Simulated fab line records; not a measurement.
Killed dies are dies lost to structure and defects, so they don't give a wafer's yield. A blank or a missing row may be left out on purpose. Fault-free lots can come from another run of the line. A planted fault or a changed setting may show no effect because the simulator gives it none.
Chamber matching -- flow n5_finfet -- N5_BEOL_M4_ALD_98 on ald_sin-04 has 4 sister chambers
The step deposits SiO2, target thk 2.5 nm, pulse time 1 s, co reactant pulse time 1 s. 20 wafers are shown with their chamber, then 10 later ones without.

== WAFERS WITH THEIR CHAMBER ==
wafer,chamber,heater_power_outer_w (W),heater_power_w (W),precursor_pulse_height_rel
L082.2,3,41,80,0.988
L082.4,0,34,64,0.965
L082.5,1,39,75,1.018
L084.1,0,33,61,1.019
L084.5,3,41,79,1.001
L084.6,0,34,62,0.997
L083.3,1,40,75,1.019
L083.4,3,42,78,0.999
L083.5,0,34,63,1.024
L089.2,0,34,64,0.979
L089.3,1,39,75,1.025
L089.6,1,38,72,1.039
L090.2,3,42,80,1.023
L090.3,0,34,62,1.014
L090.5,0,34,64,1.021
L092.1,2,43,81,0.974
L092.2,0,35,62,0.984
L092.3,1,40,75,1.010
L091.1,3,42,79,1.001
L091.4,2,43,77,1.007

SIGNATURES, as means of the wafers listed above
reading,chamber 0,chamber 1,chamber 2,chamber 3,scatter within a chamber
heater_power_outer_w,34.00,39.20,43.00,41.60,0.612
heater_power_w,62.75,74.40,79.00,79.20,1.31
precursor_pulse_height_rel,1.00038,1.02220,0.99050,1.00240,0.018
Rule: distance of a wafer from a chamber = root of the sum over the readings of ((wafer's reading minus chamber's mean) / reading's scatter) squared. If the next closest chamber is less than 2 further off than the closest, the wafer can't be placed; otherwise it belongs to the closest. How the scatter is found: for the shown wafers, subtract from each reading the mean of its chamber, square and add these, divide the total by (wafers less chambers), then take the root.

== WAFERS WITHOUT THEIR CHAMBER ==
wafer,heater_power_outer_w (W),heater_power_w (W),precursor_pulse_height_rel
L091.5,33,62,0.987
L093.3,44,79,1.019
L093.5,35,63,0.973
L093.6,40,75,1.000
L095.2,39,74,0.981
L095.4,34,63,1.009
L095.6,40,71,0.996
L096.1,43,79,0.993
L096.2,41,82,0.973
L096.4,39,73,1.016

== EACH ONE'S CHAMBER ==
wafer,from the rows above,in truth
L091.5,0,0
L093.3,can't be placed: 2 or 3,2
L093.5,0,0
L093.6,1,1
L095.2,1,1
L095.4,0,0
L095.6,1,1
L096.1,2,2
L096.2,can't be placed: 3 or 2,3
L096.4,1,1
Correctly placed: 8 of 10. These rows do not allow placing 2 (true chamber among the candidates in 2). Placed wrongly: 0.
